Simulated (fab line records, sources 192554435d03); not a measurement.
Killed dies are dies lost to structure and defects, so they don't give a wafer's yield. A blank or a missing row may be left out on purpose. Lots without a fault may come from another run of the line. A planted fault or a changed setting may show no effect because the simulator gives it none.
fab line records | flow n5_finfet
record lots=10 wafers=28 last_day=18
route steps=1938 shown BEOL_M11@1595 BEOL_M12@1602 PASSIVATION@1936
lots that met no fault: from a run of the same line without faults
start_h: hours from the record's first day to the start of the lot's first wafer shown | wait_h: hours since the lot's step before | " the same as in the row above | L1.1+2: a row that stands for several wafers | - no value, or no start given | * or withheld: withheld | < > ~ a bound
route shown NAME@n: a module of which the file shows steps, and the number in the route of the first | usual: mean/standard deviation of fault-free wafers | same: alike in all rows | chamber/n: place in a boat | sites: the reading at each site | _std_site: their standard deviation | _edge_site: outer sites' mean less inner sites' | radius_mm: how far each site lies from the wafer's centre | mask NAME#n: copy n | behind: the tool/chamber that last shaped the wafer | hold: why the lot was held/for how many hours/how that ended | device: the transistor (n, p or np) that didn't switch | end of line: the same wafers' tests at the end of the route | a step without rows: its recipe alone | killed: dies lost to structure and defects at the first sort, not the wafer's yield | map: a wafer's dies, x killed, . not, _ none there
set.NAME: the setting as run; set.NAME@STEP: as run at that earlier step | model.NAME: the simulator's own value behind a step, which no gauge read
steps of the route over a sample of lots; a table a step, a row a wafer
services: from which hour (start_h, from the record's first day; less than 0 if before it) a tool's chamber was out of use, for how many hours, and why
## steps
# step N5_BEOL_M11_ANNEAL_51
# recipe temp_c=225 time_s=90 ambient=N2
# usual wafer_temp_C_max=226.5/0.41
# columns lot.wafer tool chamber start_h wait_h wafer_temp_C_max
L712.4 rtp_anneal-01 0 281.35 0.9 226.6
L712.5 " 0 " " 226.7
L708.1 rtp_anneal-02 0 310.80 0.2 226.6
L708.4 " 0 " " 226.5
L708.5 " 0 " " 225.9
L713.3 rtp_anneal-02 0 319.11 0.6 225.6
L713.5 " 0 " " 226.2
L713.6 " 0 " " 225.9
L716.2 rtp_anneal-01 0 319.46 0.2 226.8
L716.3 " 0 " " 226.6
L716.6 " 0 " " 226.9
L719.1 rtp_anneal-02 0 341.88 1.0 225.9
L719.3 " 0 " " 226.0
L719.5 " 0 " " 225.9
L718.2 rtp_anneal-01 0 343.57 0.1 226.3
L718.3 " 0 " " 226.3
L717.3 rtp_anneal-01 0 344.17 0.1 227.0
L717.4 " 0 " " 226.4
L717.5 " 0 " " 226.6
L721.1 rtp_anneal-02 0 360.67 0.1 226.0
L721.4 " 0 " " 226.3
L721.5 " 0 " " 225.9
L722.2 rtp_anneal-01 0 362.78 0.2 226.8
L722.4 " 0 " " 227.0
L722.6 " 0 " " 226.6
L727.2 rtp_anneal-01 0 392.22 0.5 226.3
L727.3 " 0 " " 226.5
L727.6 " 0 " " 226.7
# step N5_BEOL_M11_DEP_56
# recipe material=SiCN target_thk_a=300 temp_c=withheld precursor=3MS/NH3 pressure_torr=3 rf_w=675 time_s=10.5
# usual showerhead_plenum_p_Torr=4.152/0.026 throttle_valve_pct=18.0/0.51
# columns lot.wafer tool chamber start_h wait_h showerhead_plenum_p_Torr throttle_valve_pct
L712.4 pecvd-02 2 281.89 0.0 4.183 17.8
L712.5 " 1 " " 4.139 18.4
L708.1 pecvd-02 0 311.45 0.0 4.160 17.9
L708.4 " 2 " " 4.177 17.6
L708.5 " 0 " " 4.162 18.0
L713.3 pecvd-02 0 319.67 0.0 4.162 17.9
L713.5 " 0 " " 4.173 17.7
L713.6 " 2 " " 4.173 17.6
L716.2 pecvd-02 2 320.07 0.0 4.178 17.6
L716.3 " 1 " " 4.147 18.5
L716.6 " 2 " " 4.175 17.7
L719.1 pecvd-01 0 342.54 0.0 4.103 18.0
L719.3 " 2 " " 4.135 17.3
L719.5 " 2 " " 4.129 17.5
L718.2 pecvd-02 2 344.18 0.0 4.181 17.8
L718.3 " 1 " " 4.139 18.4
L717.3 pecvd-04 2 344.73 0.0 4.176 17.6
L717.4 " 1 " " 4.119 17.5
L717.5 " 2 " " 4.167 17.6
L721.1 pecvd-04 2 361.33 0.0 4.175 17.8
L721.4 " 2 " " 4.181 17.7
L721.5 " 0 " " 4.184 18.3
L722.2 pecvd-04 1 363.41 0.0 4.115 17.3
L722.4 " 2 " " 4.179 17.7
L722.6 " 1 " " 4.124 17.4
L727.2 pecvd-04 1 392.83 0.0 4.114 17.2
L727.3 " 0 " " 4.194 18.2
L727.6 " 1 " " 4.128 17.3
# step N5_BEOL_M12_ILD_DEP_00
# recipe material=SiOC target_thk_a=6589.2 temp_c=350 precursor=DEMS/O2 pressure_torr=5 rf_w=500 time_s=130.7
# usual heater_power_w=486/95 showerhead_plenum_p_Torr=5.692/0.02 throttle_valve_pct=11.8/0.44
# columns lot.wafer tool chamber start_h wait_h heater_power_w showerhead_plenum_p_Torr throttle_valve_pct
L712.4 pecvd-03 1 282.06 0.1 517 5.701 12.4
L712.5 " 0 " " 426 5.682 11.6
L708.1 pecvd-03 1 311.58 0.0 477 5.694 12.6
L708.4 " 1 " " 506 5.685 12.8
L708.5 " 2 " " 353 5.708 11.6
L713.3 pecvd-01 1 319.80 0.0 441 5.689 12.7
L713.5 " 2 " " 439 5.673 11.1
L713.6 " 1 " " 358 5.680 12.4
L716.2 pecvd-04 1 320.20 0.0 525 5.675 11.2
L716.3 " 2 " " 458 5.712 11.9
L716.6 " 1 " " 546 5.654 11.3
L719.1 pecvd-03 0 342.68 0.0 464 5.671 11.9
L719.3 " 1 " " 450 5.696 12.5
L719.5 " 0 " " 382 5.692 11.9
L718.2 pecvd-04 1 344.30 0.0 567 5.668 11.5
L718.3 " 0 " " 677 5.721 12.1
L717.3 pecvd-03 0 344.86 0.0 469 5.684 11.5
L717.4 " 1 " " 496 5.706 12.6
L717.5 " 2 " " 396 5.712 11.3
L721.1 pecvd-03 2 361.45 0.0 418 5.716 11.5
L721.4 " 0 " " 433 5.677 11.7
L721.5 " 1 " " 492 5.679 12.6
L722.2 pecvd-04 0 363.54 0.0 723 5.716 12.2
L722.4 " 0 " " 566 5.727 12.4
L722.6 " 1 " " 520 5.684 11.5
L727.2 pecvd-01 1 392.95 0.0 381 5.674 12.7
L727.3 " 2 " " 424 5.676 11.2
L727.6 " 1 " " 407 5.688 12.4
# step N5_BEOL_M12_THK_MEAS_01
# recipe reads=SiOC_of_BEOL_M12_ILD_DEP_00
# usual M12_ILD_THK=659/8.5
# columns lot.wafer tool chamber start_h wait_h M12_ILD_THK[nm]
L712.4 film_metro-01 - 282.14 0.0 671
L712.5 " - " " 659
L708.1 film_metro-01 - 311.76 0.1 655
L708.4 " - " " 668
L708.5 " - " " 674
L713.3 film_metro-02 - 319.93 0.1 640
L713.5 " - " " 652
L713.6 " - " " 657
L716.2 film_metro-01 - 320.33 0.1 654
L716.3 " - " " 653
L716.6 " - " " 667
L719.1 film_metro-02 - 342.81 0.1 653
L719.3 " - " " 658
L719.5 " - " " 654
L718.2 film_metro-02 - 344.43 0.1 663
L718.3 " - " " 649
L717.3 film_metro-01 - 344.99 0.1 656
L717.4 " - " " 673
L717.5 " - " " 676
L721.1 film_metro-02 - 361.58 0.1 692
L721.4 " - " " 667
L721.5 " - " " 678
L722.2 film_metro-02 - 363.67 0.1 642
L722.4 " - " " 658
L722.6 " - " " 668
L727.2 film_metro-01 - 393.09 0.1 645
L727.3 " - " " 644
L727.6 " - " " 652
# step N5_BEOL_M12_DESCUM_15
# recipe chemistry=O2 time_s=7.9 source_power_w=50 bias_power_w=20 pressure_mtorr=20 rf_frequency_hz=2.712e+07 temp_c=40 o2_flow_sccm=225
# usual drypump_motor_current_A=5.7/0.42 oes_product_au=0.83/0.073 rf_vpp_V=242.9/1.3 showerhead_plenum_p_Torr=2.08/0.074 throttle_valve_pct=20.45/0.23
# columns lot.wafer tool chamber start_h wait_h drypump_motor_current_A oes_product_au rf_hours_counter_h rf_vpp_V showerhead_plenum_p_Torr throttle_valve_pct
L712.4 rie_diel-06 3 282.55 0.0 6.0 0.94 - 241.3 2.08 20.54
L712.5 " 0 " " 5.8 0.75 - 242.0 1.99 20.04
L708.1 rie_diel-06 2 312.15 0.0 4.9 0.85 90 243.9 2.11 20.64
L708.4 " 3 " " 6.0 0.91 19 243.4 2.08 20.55
L708.5 " 3 " " 6.0 0.91 - 242.6 2.08 20.56
L713.3 rie_diel-01 0 320.45 0.0 4.8 0.88 20 242.2 2.05 20.54
L713.5 " 2 " " 5.8 0.83 - 243.3 2.05 20.71
L713.6 " 3 " " 6.1 0.79 - 241.7 2.02 20.11
L716.2 rie_diel-03 2 320.85 0.0 5.9 0.90 30 245.5 2.24 20.56
L716.3 " 1 " " 5.9 0.85 64 243.5 2.14 20.14
L716.6 " 2 " " 5.8 0.90 - 244.2 2.24 20.54
L719.1 rie_diel-01 3 344.24 1.1 6.1 0.78 133 241.9 2.01 20.14
L719.3 " 2 " " 5.8 0.83 87 241.5 2.05 20.73
L719.5 " 1 " " 6.3 0.84 - 241.9 2.04 20.41
L718.2 rie_diel-06 1 344.83 0.0 5.8 0.91 19 242.1 2.04 20.28
L718.3 " 3 " " 6.0 0.90 34 242.7 2.07 20.59
L717.3 rie_diel-01 2 345.50 0.0 5.8 0.83 87 240.6 2.05 20.74
L717.4 " 1 " " 6.3 0.84 58 243.7 2.04 20.41
L717.5 " 2 " " 5.8 0.82 - 241.6 2.05 20.73
L721.1 rie_diel-06 2 362.22 0.2 4.9 0.83 111 242.2 2.10 20.68
L721.4 " 0 " " 5.7 0.73 185 242.2 1.98 20.10
L721.5 " 1 " " 5.7 0.88 - 242.8 2.04 20.32
L722.2 rie_diel-06 3 364.15 0.1 6.0 0.87 41 243.6 2.07 20.60
L722.4 " 0 " " 5.8 0.73 186 242.6 1.98 20.12
L722.6 " 2 " " 4.9 0.81 - 243.3 2.10 20.67
L727.2 rie_diel-03 1 393.48 0.0 5.8 0.81 96 244.6 2.13 20.22
L727.3 " 2 " " 5.8 0.85 60 246.8 2.23 20.60
L727.6 " 3 " " 5.8 0.73 - 244.4 2.10 20.78
# step N5_BEOL_M12_STRIP_63
# recipe chemistry=N2/H2 power_w=1000 temp_c=250 h2_frac=0.65 overash_fraction=0.3 pressure_mtorr=1000 n2_flow_sccm=1750 h2_flow_sccm=3250
# usual drypump_motor_current_A=5.4/0.55 heater_power_w=337/11 n2_flow_sccm=1751/5.6 oes_product_au=0.694/0.0047 strip_time_to_endpoint_s=42.5/0.83
# columns lot.wafer tool chamber start_h wait_h drypump_motor_current_A heater_power_w n2_flow_sccm oes_product_au rf_hours_counter_h strip_time_to_endpoint_s
L712.4 plasma_asher-01 0 282.84 - 5.7 348 1750 0.695 - 41.6
L712.5 " 0 " " 5.8 347 1741 0.688 - 43.0
L708.1 plasma_asher-01 0 312.44 - 5.7 350 1737 0.698 132 42.8
L708.4 " 0 " " 5.7 352 1740 0.689 - 41.7
L708.5 " 1 " " 4.7 330 1744 0.700 - 41.3
L713.3 plasma_asher-02 1 320.76 - 5.8 354 1749 0.692 - 43.0
L713.5 " 1 " " 5.8 355 1748 0.704 - 44.0
L713.6 " 0 " " 6.2 329 1745 0.696 - 42.4
L716.2 plasma_asher-01 1 321.18 - 4.7 326 1759 0.694 134 43.9
L716.3 " 1 " " 4.7 325 1754 0.692 - 42.8
L716.6 " 0 " " 5.7 347 1759 0.700 - 42.7
L719.1 plasma_asher-01 1 344.52 - 4.7 326 1757 0.691 139 42.9
L719.3 " 0 " " 5.7 347 1754 0.696 - 43.9
L719.5 " 1 " " 4.7 318 1753 0.700 - 43.1
L718.2 plasma_asher-02 0 345.11 - 6.2 332 1742 0.690 92 42.1
L718.3 " 1 " " 5.8 339 1748 0.686 - 43.0
L717.3 plasma_asher-01 1 345.81 - 4.7 322 1761 0.692 - 43.9
L717.4 " 0 " " 5.7 343 1742 0.696 - 42.0
L717.5 " 1 " " 4.8 323 1761 0.687 - 42.0
L721.1 plasma_asher-01 0 362.51 - 5.7 349 1753 0.688 142 39.5
L721.4 " 0 " " 5.7 356 1748 0.691 - 41.6
L721.5 " 1 " " 4.7 319 1762 0.693 - 40.6
L722.2 plasma_asher-01 1 364.44 - 4.7 321 1747 0.696 142 43.8
L722.4 " 1 " " 4.8 321 1748 0.697 - 42.9
L722.6 " 0 " " 5.7 349 1757 0.693 - 41.7
L727.2 plasma_asher-02 1 393.76 - 5.8 355 1756 0.690 103 43.2
L727.3 " 0 " " 6.2 326 1756 0.701 - 44.0
L727.6 " 0 " " 6.2 336 1757 0.689 - 42.9
# step N5_PASSIVATION_PROBE_49
# usual defect_limited_yield=91.2/1.6 killed_at_M0_to_M3=35/11 killed_at_M4_up=14/5.4 killed_at_contacts=13/6 killed_at_front_end=38/11 killed_at_other=3.4/2.6 killed_dies=104/19 killed_open=68/13 killed_short=34/8.5 sort_bin_5_function=5.1/1 sort_bin_6_memory=3.3/0.72 sort_bin_8_speed=0.1/0.9 sort_n_pass=1075/22 sort_yield_pct=91.1/1.9
# same gross_dies=1180 killed_at_back_side=0 sort_bin_4_leakage[%]=0
# columns lot.wafer tool chamber start_h wait_h defect_limited_yield[%] killed_at_M0_to_M3 killed_at_M4_up killed_at_contacts killed_at_front_end killed_at_other killed_dies killed_open killed_short sort_bin_5_function[%] sort_bin_6_memory[%] sort_bin_8_speed[%] sort_n_pass sort_yield_pct[%]
L712.4 prober-01 - 331.64 0.2 92.5 25 13 11 36 3 88 60 26 4.0 3.1 0 1092 92.5
L712.5 prober-01 - 331.69 0.2 91.1 39 9 17 36 4 105 63 41 5.8 2.7 0 1075 91.1
L708.1 prober-01 - 353.79 0.0 91.9 28 17 11 35 4 95 63 32 4.7 3.2 0 1085 91.9
L708.4 prober-01 - 353.94 0.2 93.4 27 13 13 24 1 78 52 26 4.3 1.9 0 1102 93.4
L708.5 prober-01 - 353.99 0.2 93.6 14 15 14 31 2 76 50 25 3.6 2.5 0 1104 93.6
L713.3 prober-02 - 362.69 0.1 93.4 19 8 5 38 8 78 47 31 3.9 2.3 0 1102 93.4
L713.5 prober-02 - 362.79 0.2 93.1 40 14 4 17 6 81 46 34 3.4 3.1 0 1099 93.1
L713.6 prober-02 - 362.84 0.3 92.5 52 6 4 24 2 88 52 34 4.4 2.5 0 1092 92.5
L716.2 prober-01 - 370.04 0.1 91.3 47 12 7 31 6 103 72 26 5.4 2.7 0 1077 91.3
L716.3 prober-01 - 370.09 0.1 89.7 38 9 10 60 5 122 79 42 6.0 4.2 0 1058 89.7
L716.6 prober-01 - 370.24 0.3 92.0 32 17 4 32 9 94 57 37 5.0 2.5 0 1086 92.0
L719.1 prober-02 - 389.38 0.0 89.8 34 14 17 45 10 120 80 40 6.0 3.9 0 1060 89.8
L719.3 prober-02 - 389.48 0.1 89.7 42 13 5 56 5 121 90 31 6.0 4.0 0 1059 89.7
L719.5 prober-02 - 389.58 0.2 90.2 24 20 26 42 4 116 80 32 5.8 3.6 0.1 1063 90.1
L718.2 prober-01 - 393.10 0.1 92.2 29 14 3 41 5 92 60 32 4.8 2.5 0 1088 92.2
L718.3 prober-01 - 393.15 0.1 91.0 34 15 23 34 0 106 74 31 6.0 2.5 0 1074 91.0
L717.3 prober-01 - 395.66 0.1 90.5 44 6 20 36 6 112 75 34 5.3 3.9 0 1068 90.5
L717.4 prober-01 - 395.71 0.2 93.1 30 12 17 21 1 81 51 27 4.0 2.6 0 1099 93.1
L717.5 prober-01 - 395.76 0.2 91.3 44 15 9 29 6 103 68 31 5.4 2.7 0 1077 91.3
L722.2 prober-02 - 408.33 0.1 91.9 37 17 16 23 3 96 72 24 4.8 3.0 0 1084 91.9
L722.4 prober-02 - 408.43 0.2 88.0 67 19 24 30 2 142 97 43 6.4 5.1 0 1038 88.0
L722.6 prober-02 - 408.53 0.3 93.1 35 5 10 28 3 81 63 18 4.4 2.3 0 1099 93.1
L721.1 prober-01 - 410.23 0.0 90.1 22 11 26 53 5 117 69 41 4.9 4.2 0 1063 90.1
L721.4 prober-01 - 410.38 0.2 89.6 38 17 19 48 1 123 77 35 5.6 3.4 0 1057 89.6
L721.5 prober-01 - 410.43 0.2 92.0 34 12 14 31 3 94 63 31 4.7 3.0 0 1086 92.0
L727.2 prober-02 - 436.02 0.1 90.7 33 13 19 43 2 110 77 33 5.9 3.1 0 1070 90.7
L727.3 prober-02 - 436.07 0.1 93.1 35 5 16 24 1 81 59 22 3.4 3.2 0 1099 93.1
L727.6 prober-02 - 436.22 0.3 92.0 24 15 20 30 5 94 58 34 5.0 2.5 0 1086 92.0
# killed by level:class
L712.4 FIN_SAQP:geometric_particle:open=11 MOL_CONTACT_COAG:geometric_particle:open=10 BEOL_M3:geometric_particle:open=7 BEOL_M2:geometric_particle:open=6 FIN_SAQP:geometric_particle:short=4 BEOL_M1:geometric_particle:open=4 BEOL_M3:geometric_particle:short=4 STI_FIN_REVEAL:geometric_particle:open=3
L712.5 MOL_CONTACT_COAG:geometric_particle:open=15 BEOL_M2:geometric_particle:open=9 BEOL_M3:geometric_particle:short=8 BEOL_M3:geometric_particle:open=7 FIN_SAQP:geometric_particle:open=5 GATE_CUT:geometric_particle:short=5 BEOL_M2:geometric_particle:short=5 FIN_SAQP:geometric_particle:short=4
L708.1 FIN_SAQP:geometric_particle:short=9 BEOL_M0_SAQP:geometric_particle:open=9 MOL_CONTACT_COAG:geometric_particle:open=8 STI_FIN_REVEAL:geometric_particle:open=7 BEOL_M4:geometric_particle:open=7 FIN_SAQP:geometric_particle:open=6 BEOL_M0_SAQP:geometric_particle:short=6 GATE_CUT:geometric_particle:open=6
L708.4 BEOL_M0_SAQP:geometric_particle:open=13 MOL_CONTACT_COAG:geometric_particle:open=12 BEOL_M0_SAQP:geometric_particle:short=7 BEOL_M4:geometric_particle:open=6 FIN_SAQP:geometric_particle:short=4 STI_FIN_REVEAL:geometric_particle:open=4 GATE_CUT:geometric_particle:short=4 BEOL_M1:geometric_particle:open=3
L708.5 MOL_CONTACT_COAG:geometric_particle:open=13 FIN_SAQP:geometric_particle:short=10 GATE_CUT:geometric_particle:open=7 BEOL_M4:geometric_particle:open=7 BEOL_M0_SAQP:geometric_particle:open=4 BEOL_M1:geometric_particle:open=4 STARTING-WAFER:geometric_particle:short=4 FIN_CUT:geometric_particle:open=3
L713.3 FIN_SAQP:geometric_particle:open=11 BEOL_M0_SAQP:geometric_particle:short=7 FIN_SAQP:geometric_particle:short=6 MOL_CONTACT_COAG:geometric_particle:open=5 PASS1_CAP:geometric_particle:open=5 BEOL_M2:geometric_particle:open=4 STARTING-WAFER:geometric_particle:short=4 BEOL_M3:geometric_particle:short=3
L713.5 BEOL_M2:geometric_particle:open=9 BEOL_M4:geometric_particle:open=9 BEOL_M3:geometric_particle:open=7 FIN_SAQP:geometric_particle:short=6 BEOL_M0_SAQP:geometric_particle:open=6 BEOL_M0_SAQP:geometric_particle:short=5 PASS1_CAP:geometric_particle:short=5 BEOL_M2:geometric_particle:short=4
L713.6 BEOL_M3:geometric_particle:open=13 BEOL_M0_SAQP:geometric_particle:short=12 BEOL_M0_SAQP:geometric_particle:open=11 FIN_SAQP:geometric_particle:open=5 BEOL_M0:geometric_particle:open=5 FIN_SAQP:geometric_particle:short=4 MOL_CONTACT_COAG:geometric_particle:open=3 BEOL_M2:geometric_particle:open=3
L716.2 BEOL_M2:geometric_particle:open=21 STI_FIN_REVEAL:geometric_particle:open=10 STI_FIN_REVEAL:geometric_particle:short=6 MOL_CONTACT_COAG:geometric_particle:open=6 BEOL_M0_SAQP:geometric_particle:short=5 BEOL_M3:geometric_particle:open=5 HKMG_FIN:area_etch=5 BEOL_M1:geometric_particle:open=4
L716.3 FIN_SAQP:geometric_particle:open=22 FIN_SAQP:geometric_particle:short=15 BEOL_M2:geometric_particle:open=14 BEOL_M1:geometric_particle:open=7 GATE_CUT:geometric_particle:open=6 MOL_CONTACT_COAG:geometric_particle:short=6 BEOL_M0_SAQP:geometric_particle:short=6 GATE_CUT:geometric_particle:short=5
L716.6 BEOL_M1:geometric_particle:open=9 BEOL_M4:geometric_particle:open=9 FIN_SAQP:geometric_particle:open=7 BEOL_M2:geometric_particle:open=7 STI_FIN_REVEAL:geometric_particle:open=6 BEOL_M0_SAQP:geometric_particle:short=5 BEOL_M2:geometric_particle:short=5 FIN_SAQP:geometric_particle:short=4
L719.1 MOL_CONTACT_COAG:geometric_particle:open=15 FIN_SAQP:geometric_particle:open=14 BEOL_M2:geometric_particle:open=10 BEOL_M4:geometric_particle:open=7 STI_FIN_REVEAL:geometric_particle:open=6 BEOL_M1:geometric_particle:open=6 FIN_SAQP:geometric_particle:short=5 STARTING-WAFER:geometric_particle:short=5
L719.3 STI_FIN_REVEAL:geometric_particle:open=19 BEOL_M2:geometric_particle:open=12 GATE_CUT:geometric_particle:short=9 BEOL_M0_SAQP:geometric_particle:open=7 BEOL_M0:geometric_particle:open=6 BEOL_M0_SAQP:geometric_particle:short=5 BEOL_M4:geometric_particle:open=5 STARTING-WAFER:geometric_particle:open=5
L719.5 MOL_CONTACT_COAG:geometric_particle:open=21 BEOL_M4:geometric_particle:open=11 STI_FIN_REVEAL:geometric_particle:open=9 BEOL_M2:geometric_particle:open=9 FIN_SAQP:geometric_particle:short=6 DUMMY_GATE:geometric_particle:open=6 GATE_CUT:geometric_particle:short=5 MOL_CONTACT_COAG:geometric_particle:short=5
L718.2 BEOL_M1:geometric_particle:open=13 FIN_SAQP:geometric_particle:open=10 GATE_CUT:geometric_particle:short=10 BEOL_M4:geometric_particle:open=9 STI_FIN_REVEAL:geometric_particle:open=5 BEOL_M0_SAQP:geometric_particle:short=5 STI_FIN_REVEAL:geometric_particle:short=4 BEOL_M0:geometric_particle:open=4
L718.3 MOL_CONTACT_COAG:geometric_particle:open=21 FIN_SAQP:geometric_particle:open=11 BEOL_M0_SAQP:geometric_particle:short=9 BEOL_M4:geometric_particle:open=9 BEOL_M0_SAQP:geometric_particle:open=8 BEOL_M1:geometric_particle:open=6 BEOL_M2:geometric_particle:open=6 FIN_SAQP:geometric_particle:short=5
L717.3 MOL_CONTACT_COAG:geometric_particle:open=19 BEOL_M2:geometric_particle:open=9 STI_FIN_REVEAL:geometric_particle:open=8 BEOL_M0_SAQP:geometric_particle:open=8 BEOL_M1:geometric_particle:open=6 BEOL_M2:geometric_particle:short=6 FIN_SAQP:geometric_particle:short=5 ILD0:geometric_particle:short=5
L717.4 MOL_CONTACT_COAG:geometric_particle:open=14 BEOL_M2:geometric_particle:open=7 BEOL_M3:geometric_particle:open=7 BEOL_M0_SAQP:geometric_particle:short=6 FIN_SAQP:geometric_particle:short=5 BEOL_M0_SAQP:geometric_particle:open=5 DUMMY_GATE:geometric_particle:open=4 BEOL_M7:geometric_particle:open=4
L717.5 STI_FIN_REVEAL:geometric_particle:open=9 BEOL_M0_SAQP:geometric_particle:short=9 BEOL_M0_SAQP:geometric_particle:open=9 MOL_CONTACT_COAG:geometric_particle:open=7 BEOL_M3:geometric_particle:open=6 DUMMY_GATE:geometric_particle:open=5 BEOL_M1:geometric_particle:open=5 BEOL_M2:geometric_particle:open=5
L722.2 BEOL_M2:geometric_particle:open=17 MOL_CONTACT_COAG:geometric_particle:open=12 FIN_SAQP:geometric_particle:open=8 BEOL_M4:geometric_particle:open=7 FIN_SAQP:geometric_particle:short=4 DUMMY_GATE:geometric_particle:open=4 MOL_CONTACT_COAG:geometric_particle:short=4 BEOL_M0_SAQP:geometric_particle:short=4
L722.4 MOL_CONTACT_COAG:geometric_particle:open=18 BEOL_M2:geometric_particle:open=18 BEOL_M0_SAQP:geometric_particle:short=18 STI_FIN_REVEAL:geometric_particle:open=11 BEOL_M0_SAQP:geometric_particle:open=10 BEOL_M1:geometric_particle:open=10 BEOL_M4:geometric_particle:open=10 MOL_CONTACT_COAG:geometric_particle:short=6
L722.6 BEOL_M2:geometric_particle:open=20 FIN_SAQP:geometric_particle:open=8 MOL_CONTACT_COAG:geometric_particle:open=8 BEOL_M0_SAQP:geometric_particle:open=7 FIN_SAQP:geometric_particle:short=6 STI_FIN_REVEAL:geometric_particle:open=5 BEOL_M3:geometric_particle:open=4 BEOL_M0:geometric_particle:open=3
L721.1 MOL_CONTACT_COAG:geometric_particle:open=22 STI_FIN_REVEAL:geometric_particle:open=13 FIN_SAQP:geometric_particle:short=8 STI_FIN_REVEAL:geometric_particle:short=7 BEOL_M0_SAQP:geometric_particle:open=7 GATE_CUT:geometric_particle:short=6 HKMG_FIN:area_etch=6 BEOL_M2:geometric_particle:open=5
L721.4 MOL_CONTACT_COAG:geometric_particle:open=16 STI_FIN_REVEAL:geometric_particle:open=10 HKMG_FIN:area_etch=10 BEOL_M0:geometric_particle:open=9 BEOL_M2:geometric_particle:open=9 GATE_CUT:geometric_particle:short=6 BEOL_M4:geometric_particle:open=6 BEOL_M3:geometric_particle:open=6
L721.5 BEOL_M0_SAQP:geometric_particle:open=14 MOL_CONTACT_COAG:geometric_particle:open=11 FIN_SAQP:geometric_particle:open=7 GATE_CUT:geometric_particle:short=7 BEOL_M0_SAQP:geometric_particle:short=6 FIN_SAQP:geometric_particle:short=5 BEOL_M2:geometric_particle:open=5 BEOL_M3:geometric_particle:open=5
L727.2 MOL_CONTACT_COAG:geometric_particle:open=16 BEOL_M2:geometric_particle:open=12 GATE_CUT:geometric_particle:open=6 BEOL_M1:geometric_particle:open=6 FIN_SAQP:geometric_particle:open=5 BEOL_M4:geometric_particle:open=5 STARTING-WAFER:geometric_particle:open=5 BEOL_M0_SAQP:geometric_particle:short=5
L727.3 MOL_CONTACT_COAG:geometric_particle:open=12 BEOL_M2:geometric_particle:open=11 BEOL_M1:geometric_particle:open=8 MOL_CONTACT_COAG:geometric_particle:short=4 BEOL_M0_SAQP:geometric_particle:open=4 BEOL_M0_SAQP:geometric_particle:short=4 BEOL_M3:geometric_particle:open=4 STARTING-WAFER:geometric_particle:short=4
L727.6 MOL_CONTACT_COAG:geometric_particle:open=14 STI_FIN_REVEAL:geometric_particle:open=6 BEOL_M4:geometric_particle:open=6 MOL_CONTACT_COAG:geometric_particle:short=6 BEOL_M0_SAQP:geometric_particle:open=5 BEOL_M0_SAQP:geometric_particle:short=4 BEOL_M2:geometric_particle:open=4 BEOL_M5:geometric_particle:open=4
## services
# columns tool chamber start_h hours kind
rie_diel-06 1 282.21 - clean
rie_diel-06 1 282.21 - consumable_replace:focus_ring
rie_diel-06 1 282.21 13.8 scheduled_down
rie_diel-06 1 282.21 13.8 vent_cycle
plasma_asher-01 - 290.59 3.1 repair
pecvd-02 1 295.80 5.9 repair
pecvd-03 2 302.47 2.1 scheduled_down
pecvd-03 0 306.33 5.5 scheduled_down
rie_diel-01 2 306.55 1.8 repair
pecvd-04 0 308.86 2.1 scheduled_down
rie_diel-01 - 317.64 2.8 pm
pecvd-03 - 352.80 0.8 pm
pecvd-04 - 357.00 0.6 repair
rie_diel-03 0 361.23 - clean
rie_diel-03 0 361.23 - consumable_replace:focus_ring
rie_diel-03 0 361.23 - consumable_replace:showerhead
rie_diel-03 0 361.23 14.1 scheduled_down
rie_diel-03 0 361.23 14.1 vent_cycle
pecvd-03 1 383.62 - clean
pecvd-03 1 383.62 - consumable_replace:showerhead
pecvd-03 1 383.62 29.0 scheduled_down
pecvd-03 1 383.62 29.0 vent_cycle
plasma_asher-01 - 393.48 2.8 pm
## key
first_sign step=N5_BEOL_M12_THK_MEAS_01 reading=M12_ILD_THK direction=up sigmas=4 usual=659 struck=692
effect step=N5_BEOL_M12_STRIP_63 reading=strip_time_to_endpoint_s direction=down sigmas=3.7 usual=* struck=*
met_at N5_BEOL_M12_ILD_DEP_00
struck_lots L721
struck_wafers L721.1
baseline_loss step=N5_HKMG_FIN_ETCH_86 wafers=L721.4
not_acting_at N5_BEOL_M11_ANNEAL_51,N5_BEOL_M11_DEP_56,N5_BEOL_M12_DESCUM_15
onset_between 344.86 361.45
fault kind=process_parameter_drift tool=pecvd-03 chamber=2 onset_h=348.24 steps=N5_BEOL_M12_ILD_DEP_00 channel=target_thk_a offset=* shape=step end_h=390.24 acts_in=* stated=*
# baseline_loss: these wafers lose ten dies or more at that step, a loss of the line's own and not of a fault; the sort's usual values leave them out
